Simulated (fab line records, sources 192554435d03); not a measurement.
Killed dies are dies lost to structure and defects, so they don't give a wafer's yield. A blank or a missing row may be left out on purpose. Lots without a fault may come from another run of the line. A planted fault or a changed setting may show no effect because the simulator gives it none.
Which tool did it? | flow n5_finfet | 12 lots, 36 wafers sampled, at 1 step of a route of 1938

WHAT THE GAUGES READ, wafer by wafer
N5_BEOL_M13_OVL_MEAS_11.
lot  | measured     | on         | V12_OVL (nm)
L074 | day 11 08:13 | overlay-01 | -6 1 -5
L077 | day 11 21:55 | overlay-01 | 2 -6 5
L079 | day 12 11:59 | overlay-01 | 3 2 4
L081 | day 12 23:10 | overlay-01 | -2 -4 -5
L082 | day 13 07:29 | overlay-02 | 1 0 -7
L085 | day 14 11:42 | overlay-02 | -2 -3 -5
L088 | day 14 12:40 | overlay-02 | -9 -4 -6
L087 | day 14 19:11 | overlay-02 | -7 -17 -3
L089 | day 15 02:00 | overlay-01 | 6 6 1
L092 | day 16 02:30 | overlay-01 | -5 7 -4
L095 | day 16 03:17 | overlay-02 | -1 -10 -10
L096 | day 16 17:18 | overlay-02 | -9 -8 -9

WHICH TOOL RAN EACH LOT (tool, then ch and the chambers of the sampled wafers, then the start)
The record holds no process step before these readings.

THE ANSWER, worked out from the rows above alone
Rule: what is usual is taken from the lots themselves. Put in order of their means at a reading, lots are off if they are a third of the lots or fewer, leave a main group of 4 or more, and stand apart from it by a gap of 3 or more times the standard deviation of the main group's means; of several such gaps the widest counts. A main group whose means are all the same, to the digits that the tables above print for the reading, isn't used. A lot without any number at a reading at which 4 lots or more have one is off too. The other lots that the step has rows for count as sound.
No lot is off at any reading shown: from this, nothing can be told.

WHAT THE SIMULATOR HAD PUT IN
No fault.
